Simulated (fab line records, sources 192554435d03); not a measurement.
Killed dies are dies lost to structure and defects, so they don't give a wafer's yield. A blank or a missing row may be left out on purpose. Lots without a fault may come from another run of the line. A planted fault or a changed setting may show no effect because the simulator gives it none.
Chamber matching | flow n5_finfet | N5_BEOL_M9_DESCUM_16 on rie_diel-02: 4 sister chambers
The step chemistry O2, time 7.9 s. 8 wafers are shown with their chamber, then 9 later ones without.

WAFERS WITH THEIR CHAMBER
wafer  | chamber | showerhead_plenum_p_Torr (Torr) | drypump_motor_current_A (A)
L080.4 | 2       | 2.04                            | 5.8
L081.5 | 0       | 1.92                            | 5.0
L083.4 | 1       | 2.04                            | 5.2
L083.5 | 0       | 1.92                            | 5.0
L083.6 | 3       | 2.09                            | 5.4
L090.1 | 3       | 2.08                            | 5.5
L090.2 | 2       | 2.04                            | 5.7
L090.3 | 1       | 2.04                            | 5.2

WAFERS WITHOUT THEIR CHAMBER
wafer  | showerhead_plenum_p_Torr (Torr) | drypump_motor_current_A (A)
L093.1 | 2.04                            | 5.2
L093.4 | 1.91                            | 5.0
L093.6 | 2.04                            | 5.2
L094.2 | 2.04                            | 5.8
L094.3 | 1.91                            | 5.0
L094.6 | 2.04                            | 5.2
L097.2 | 2.08                            | 5.4
L097.3 | 2.03                            | 5.2
L097.5 | 2.08                            | 5.5

WHICH CHAMBER EACH WENT THROUGH
wafer  | from the rows above | in truth
L093.1 | 1                   | 1
L093.4 | 0                   | 0
L093.6 | 1                   | 1
L094.2 | 2                   | 2
L094.3 | 0                   | 0
L094.6 | 1                   | 1
L097.2 | 3                   | 3
L097.3 | 1                   | 1
L097.5 | 3                   | 3
Placed correctly: 9 of 9. Can't be placed from these rows: 0. Placed wrongly: 0.
How it was worked out, from the rows above alone: a wafer's distance from a chamber is the root of the sum, over the readings, of the square of ((its reading less the chamber's mean) divided by the reading's scatter). The wafer belongs to the nearest chamber; if the next one is less than 2 further off, it can't be placed. A chamber's mean is the mean of its shown wafers. The scatter: the root of (the sum of the squares of (reading less its chamber's mean) over the shown wafers, divided by (wafers less chambers)).
